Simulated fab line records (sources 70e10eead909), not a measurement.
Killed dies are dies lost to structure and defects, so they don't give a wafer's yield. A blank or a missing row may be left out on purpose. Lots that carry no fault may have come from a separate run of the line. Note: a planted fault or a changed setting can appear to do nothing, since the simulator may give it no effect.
Which tool did it? :: flow nand_harc :: 36 wafers from 12 lots sampled at 2 of the route's 1159 steps

WHAT EACH GAUGE READ, for each wafer
NHARC_P_STI_OVL_MEAS_10.
lot: L075
measured: day 2 16:31
on: overlay-01
overlay_x_nm (nm): -1 0 0

lot: L077
measured: day 3 02:01
on: overlay-01
overlay_x_nm (nm): 8 8 8

lot: L079
measured: day 3 16:59
on: overlay-01
overlay_x_nm (nm): 3 3 4

lot: L081
measured: day 4 05:02
on: overlay-01
overlay_x_nm (nm): 0 0 0

lot: L083
measured: day 4 19:38
on: overlay-01
overlay_x_nm (nm): -6 -6 -6

lot: L085
measured: day 5 07:09
on: overlay-01
overlay_x_nm (nm): 4 4 4

lot: L087
measured: day 5 17:10
on: overlay-01
overlay_x_nm (nm): -2 -2 -2

lot: L089
measured: day 6 05:50
on: overlay-01
overlay_x_nm (nm): 1 1 1

lot: L091
measured: day 6 15:32
on: overlay-02
overlay_x_nm (nm): -5 -5 -5

lot: L093
measured: day 7 02:30
on: overlay-02
overlay_x_nm (nm): 6 6 6

lot: L095
measured: day 7 13:20
on: overlay-02
overlay_x_nm (nm): 1 1 1

lot: L097
measured: day 8 05:34
on: overlay-02
overlay_x_nm (nm): 6 6 6

EACH LOT AND THE TOOL THAT RAN IT (in order: tool; ch and the chambers of the sampled wafers; start)
lot: L075
NHARC_P_ZERO_WELL_RTA_42: rtp_anneal-02 ch 0, day 2 00:32

lot: L077
NHARC_P_ZERO_WELL_RTA_42: rtp_anneal-02 ch 0, day 2 13:01

lot: L079
NHARC_P_ZERO_WELL_RTA_42: rtp_anneal-01 ch 0, day 3 01:02

lot: L081
NHARC_P_ZERO_WELL_RTA_42: rtp_anneal-01 ch 0, day 3 13:08

lot: L083
NHARC_P_ZERO_WELL_RTA_42: rtp_anneal-01 ch 0, day 4 00:41

lot: L085
NHARC_P_ZERO_WELL_RTA_42: rtp_anneal-01 ch 0, day 4 13:13

lot: L087
NHARC_P_ZERO_WELL_RTA_42: rtp_anneal-02 ch 0, day 5 01:05

lot: L089
NHARC_P_ZERO_WELL_RTA_42: rtp_anneal-02 ch 0, day 5 12:47

lot: L091
NHARC_P_ZERO_WELL_RTA_42: rtp_anneal-02 ch 0, day 6 01:05

lot: L093
NHARC_P_ZERO_WELL_RTA_42: rtp_anneal-01 ch 0, day 6 12:53

lot: L095
NHARC_P_ZERO_WELL_RTA_42: rtp_anneal-02 ch 0, day 7 00:43

lot: L097
NHARC_P_ZERO_WELL_RTA_42: rtp_anneal-02 ch 0, day 7 12:53
- NHARC_P_ZERO_WELL_RTA_42: time 300 s.

THE ANSWER, worked out from the rows above alone
Rule: the lots themselves supply what counts as usual. Put in order of their means at a reading, lots are off if they are a third of the lots or fewer, leave a main group of 4 or more, and stand apart from it by a gap of 3 or more times the standard deviation of the main group's means; of several such gaps the widest counts. The tables above print the reading to a certain number of digits; a main group whose means all agree to those digits is not used. Also off: a lot with no number at a reading for which 4 or more lots have one. Any other lot the step has rows for is counted as sound.
No lot is off at any reading shown: from this, nothing can be told.

WHAT THE SIMULATOR PUT IN
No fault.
